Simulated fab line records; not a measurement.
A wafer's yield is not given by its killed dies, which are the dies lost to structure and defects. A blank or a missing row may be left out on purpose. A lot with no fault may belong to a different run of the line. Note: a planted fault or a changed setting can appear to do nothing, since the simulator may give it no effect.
Which of the tools did it? + flow n5-finfet + 31 wafers from 11 lots sampled at 5 of the route's 1938 steps

== WHAT THE GAUGES SHOWED, per wafer ==
N5_BEOL_M6_THK_MEAS_01.
| lot  | measured     | on            | M6_ILD_THK (nm)   |
|------|--------------|---------------|-------------------|
| L151 | day 9 07:19  | film-metro-01 | 156.9 152.9 156.3 |
| L154 | day 10 00:31 | film-metro-01 | 153.6 152.0 155.4 |
| L156 | day 10 09:16 | film-metro-01 | 156.7 155.6 155.6 |
| L159 | day 11 05:49 | film-metro-02 | 154.9 155.4 158.0 |
| L160 | day 11 10:59 | film-metro-01 | 153.4 153.0 154.4 |
| L163 | day 12 02:44 | film-metro-02 | 154.6 154.9 154.2 |
| L162 | day 12 11:59 | film-metro-01 | 153.4 165.1 156.9 |
| L166 | day 13 05:46 | film-metro-01 | 154.3 162.3 157.9 |
| L172 | day 15 09:30 | film-metro-02 | 155.1 153.8       |
| L171 | day 15 09:44 | film-metro-02 | 154.8 152.4 157.0 |
| L173 | day 15 13:07 | film-metro-02 | 153.4 153.8       |

== EACH LOT AND THE TOOL THAT RAN IT (in order: tool; ch and the chambers of the sampled wafers; start) ==
| lot  | N5_BEOL_M5_ALD_86                   | N5_BEOL_M5_DEP_56               | N5_BEOL_M6_ILD_DEP_00           | N5_BEOL_M6_CURE_74            |
|------|-------------------------------------|---------------------------------|---------------------------------|-------------------------------|
| L151 | ald-metal-03 ch 0,1,3, day 9 00:26  | pecvd-04 ch 0,1,2, day 9 06:37  | pecvd-01 ch 0,1, day 9 06:44    | uv-cure-03 ch 1, day 9 06:49  |
| L154 | ald-metal-02 ch 0,2,3, day 9 17:19  | pecvd-04 ch 0,2, day 9 23:32    | pecvd-01 ch 1,2, day 9 23:40    | uv-cure-03 ch 2, day 10 00:00 |
| L156 | ald-metal-04 ch 0,3, day 10 02:03   | pecvd-03 ch 0,1, day 10 08:02   | pecvd-01 ch 0,2, day 10 08:11   | uv-cure-03 ch 0, day 10 08:55 |
| L159 | ald-metal-04 ch 0,3, day 10 22:58   | pecvd-03 ch 0,1, day 11 04:58   | pecvd-03 ch 0,1, day 11 05:14   | uv-cure-02 ch 1, day 11 05:27 |
| L160 | ald-metal-03 ch 0,2, day 11 03:45   | pecvd-02 ch 0,1, day 11 10:15   | pecvd-03 ch 0, day 11 10:23     | uv-cure-02 ch 1, day 11 10:33 |
| L163 | ald-metal-02 ch 0,1,2, day 11 19:57 | pecvd-04 ch 0,1,2, day 12 02:02 | pecvd-03 ch 0,1,2, day 12 02:10 | uv-cure-02 ch 1, day 12 02:14 |
| L162 | ald-metal-04 ch 0,1,2, day 12 04:53 | pecvd-02 ch 0,1,2, day 12 10:49 | pecvd-03 ch 0,1,2, day 12 10:56 | uv-cure-03 ch 2, day 12 11:19 |
| L166 | ald-metal-02 ch 1,2,3, day 12 20:43 | pecvd-03 ch 0,1,2, day 13 03:08 | pecvd-03 ch 0,1, day 13 03:16   | uv-cure-03 ch 1, day 13 04:28 |
| L172 | ald-metal-03 ch 0,2, day 15 02:03   | pecvd-02 ch 1,2, day 15 08:19   | pecvd-01 ch 0,1, day 15 08:26   | uv-cure-02 ch 2, day 15 08:31 |
| L171 | ald-metal-03 ch 0,1,3, day 15 02:17 | pecvd-02 ch 0,1, day 15 09:02   | pecvd-01 ch 1,2, day 15 09:09   | uv-cure-01 ch 0, day 15 09:18 |
| L173 | ald-metal-04 ch 1,2, day 15 06:04   | pecvd-03 ch 0,1, day 15 12:25   | pecvd-01 ch 1,2, day 15 12:33   | uv-cure-01 ch 1, day 15 12:41 |
- N5_BEOL_M5_ALD_86: deposits TaN, pulse time 2 s, purge time 3 s, co reactant purge time 2 s.
- N5_BEOL_M5_DEP_56: deposits SiCN from 3MS/NH3, target thk 8 nm, time 14 s.
- N5_BEOL_M6_ILD_DEP_00: deposits SiCOH lowk from DEMS/porogen, target thk 179.75 nm, time 33.4 s.
- N5_BEOL_M6_CURE_74: cures SiCOH lowk, time 240 s.

== THE ANSWER, worked out from the rows above alone ==
Rule: the usual values come from the lots themselves. The widest of any qualifying gaps counts: lots, ordered by their means at a reading, are off when they make up no more than a third of the lots, leave a main group of 4 or more, and stand apart from it by 3 or more times the standard deviation of that group's means. A main group whose means are all the same, to the digits that the tables above print for the reading, isn't used. Also off: a lot with no number at a reading for which 4 or more lots have one. Any other lot the step has rows for is counted as sound.
None of the lots is off at any reading shown; this tells nothing.

== WHAT THE SIMULATOR HAD PUT IN ==
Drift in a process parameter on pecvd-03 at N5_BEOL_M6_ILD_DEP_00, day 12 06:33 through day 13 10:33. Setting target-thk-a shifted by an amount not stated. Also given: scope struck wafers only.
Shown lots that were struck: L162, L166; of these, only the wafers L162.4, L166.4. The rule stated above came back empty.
